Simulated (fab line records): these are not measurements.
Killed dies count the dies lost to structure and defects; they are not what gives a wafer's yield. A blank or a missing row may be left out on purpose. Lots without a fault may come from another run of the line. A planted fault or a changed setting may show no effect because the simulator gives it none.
Matching of chambers :: flow nand harc :: NHARC_A_M0_DESCUM_14 on rie diel-08: 4 sister chambers
The step chemistry O2, time 3 s. 8 wafers are shown with their chamber, then 11 later ones without.

## WAFERS, EACH WITH ITS CHAMBER
wafer: L076.5
chamber: 1
throttle valve pct (%): 11.311
rf vpp V (V): 58.5

wafer: L079.1
chamber: 2
throttle valve pct (%): 11.308
rf vpp V (V): 59.2

wafer: L079.2
chamber: 1
throttle valve pct (%): 11.315
rf vpp V (V): 59.9

wafer: L079.3
chamber: 3
throttle valve pct (%): 11.310
rf vpp V (V): 56.6

wafer: L080.1
chamber: 0
throttle valve pct (%): 11.331
rf vpp V (V): 57.8

wafer: L080.5
chamber: 3
throttle valve pct (%): 11.320
rf vpp V (V): 56.3

wafer: L080.6
chamber: 0
throttle valve pct (%): 11.309
rf vpp V (V): 57.5

wafer: L090.1
chamber: 2
throttle valve pct (%): 11.290
rf vpp V (V): 56.6

## WAFERS WITHOUT THEIR CHAMBER
wafer: L090.2
throttle valve pct (%): 11.309
rf vpp V (V): 58.2

wafer: L090.3
throttle valve pct (%): 11.322
rf vpp V (V): 57.6

wafer: L093.2
throttle valve pct (%): 11.322
rf vpp V (V): 56.5

wafer: L093.3
throttle valve pct (%): 11.303
rf vpp V (V): 57.3

wafer: L093.6
throttle valve pct (%): 11.304
rf vpp V (V): 57.7

wafer: L095.2
throttle valve pct (%): 11.309
rf vpp V (V): 57.6

wafer: L095.3
throttle valve pct (%): 11.306
rf vpp V (V): 57.5

wafer: L095.4
throttle valve pct (%): 11.323
rf vpp V (V): 56.6

wafer: L096.1
throttle valve pct (%): 11.296
rf vpp V (V): 58.4

wafer: L096.3
throttle valve pct (%): 11.325
rf vpp V (V): 58.2

wafer: L096.4
throttle valve pct (%): 11.314
rf vpp V (V): 59.2

## EACH ONE'S CHAMBER
wafer: L090.2
from the rows above: can't be placed: 2 or 1 or 0 or 3
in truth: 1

wafer: L090.3
from the rows above: can't be placed: 0 or 3 or 1 or 2
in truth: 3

wafer: L093.2
from the rows above: can't be placed: 3 or 0 or 2
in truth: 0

wafer: L093.3
from the rows above: can't be placed: 2 or 3 or 0 or 1
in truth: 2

wafer: L093.6
from the rows above: can't be placed: 2 or 0 or 3 or 1
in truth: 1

wafer: L095.2
from the rows above: can't be placed: 2 or 0 or 3 or 1
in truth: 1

wafer: L095.3
from the rows above: can't be placed: 2 or 3 or 0 or 1
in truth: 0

wafer: L095.4
from the rows above: can't be placed: 3 or 0 or 2 or 1
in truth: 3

wafer: L096.1
from the rows above: can't be placed: 2 or 1 or 0
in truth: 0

wafer: L096.3
from the rows above: can't be placed: 0 or 1 or 3 or 2
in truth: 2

wafer: L096.4
from the rows above: can't be placed: 1 or 0 or 2
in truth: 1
Correctly placed: 0 of 11. Unplaceable from these rows: 11, with the true chamber sitting among the candidates in 11. 0 placed wrongly.
How it was worked out, from the rows above alone: a wafer's distance from a chamber is the root of the sum, over the readings, of the square of ((its reading less the chamber's mean) divided by the reading's scatter). If the next closest chamber is less than 2 further off than the closest, the wafer can't be placed; otherwise it belongs to the closest. A chamber's mean is the mean of its shown wafers. The scatter: take each reading less its chamber's mean, square it, sum over the shown wafers, divide by the number of wafers less the number of chambers, and take the root.
